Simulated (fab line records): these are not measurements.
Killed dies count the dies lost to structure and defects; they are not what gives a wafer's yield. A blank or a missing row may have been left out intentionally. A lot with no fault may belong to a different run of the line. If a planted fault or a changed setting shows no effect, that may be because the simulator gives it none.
Which tool was responsible? -- flow nandHarc -- Sampling: 12 lots, 36 wafers, 3 of 1159 route steps

WHAT EACH GAUGE READ, for each wafer
NHARC_A_BONDPAD_OVL_MEAS_35.
lot,measured,on,overlayXNm (nm)
L075,day 18 02:48,overlay-01,-1 -1 -1
L078,day 18 05:52,overlay-01,3 2 2
L079,day 19 06:04,overlay-02,1 0 0
L081,day 19 21:14,overlay-01,4 4 4
L083,day 20 04:47,overlay-01,6 6 6
L086,day 20 22:26,overlay-02,3 3 3
L089,day 21 08:15,overlay-01,2 1 2
L088,day 21 12:46,overlay-02,0 0 0
L091,day 22 09:06,overlay-01,-5 -5 -5
L094,day 22 16:48,overlay-01,9 9 10
L097,day 23 11:45,overlay-01,-5 -4 -4
L096,day 23 16:07,overlay-02,7 7 7

WHICH TOOL RAN EACH LOT (tool, then ch and the chambers of the sampled wafers, then the start)
lot,NHARC_A_BLC_DESCUM_15,NHARC_A_BONDPAD_DEP_00
L075,"rieDiel-13 ch 0,1,3, day 17 14:14","pecvd-04 ch 0,1,2, day 18 01:35"
L078,"rieDiel-13 ch 0,2,3, day 17 16:47","pecvd-02 ch 0,1,2, day 18 04:45"
L079,"rieDiel-05 ch 0,2,3, day 18 17:10","pecvd-02 ch 0,1,2, day 19 04:46"
L081,"rieDiel-05 ch 0,1, day 19 06:19","pecvd-04 ch 0,1,2, day 19 20:04"
L083,"rieDiel-13 ch 1,2, day 19 12:50","pecvd-04 ch 0,2, day 20 04:47 or earlier"
L086,"rieDiel-05 ch 0,1,3, day 20 05:02","pecvd-02 ch 0,2, day 20 21:08"
L089,"rieDiel-05 ch 0,2, day 20 14:33","pecvd-02 ch 0,1, day 21 07:10"
L088,"rieDiel-05 ch 0,1, day 20 23:59","pecvd-04 ch 0,1, day 21 11:34"
L091,"rieDiel-13 ch 0,3, day 21 12:48","pecvd-02 ch 0,1,2, day 22 07:55"
L094,"rieDiel-04 ch 0,2,3, day 22 00:58","pecvd-04 ch 0,1,2, day 22 15:36"
L097,"rieDiel-05 ch 0,2,3, day 22 22:41","pecvd-02 ch 0,1,2, day 23 10:29"
L096,"rieDiel-04 ch 0,3, day 23 02:26","pecvd-02 ch 0,2, day 23 14:59"
- NHARC_A_BLC_DESCUM_15: chemistry O2, time 3 s.
- NHARC_A_BONDPAD_DEP_00: deposits SiCN, target thk 250 nm.

THE ANSWER, worked out from the rows above alone
Rule: what is usual is taken from the lots themselves. Put in order of their means at a reading, lots are off if they are a third of the lots or fewer, leave a main group of 4 or more, and stand apart from it by a gap of 3 or more times the standard deviation of the main group's means; of several such gaps the widest counts. A main group whose means are all the same, to the digits that the tables above print for the reading, isn't used. A lot without any number at a reading at which 4 lots or more have one is off too. Where the step has rows for the other lots, those lots are counted as sound.
None of the lots is off at any reading shown; this tells nothing.

WHAT THE SIMULATOR HAD INSERTED
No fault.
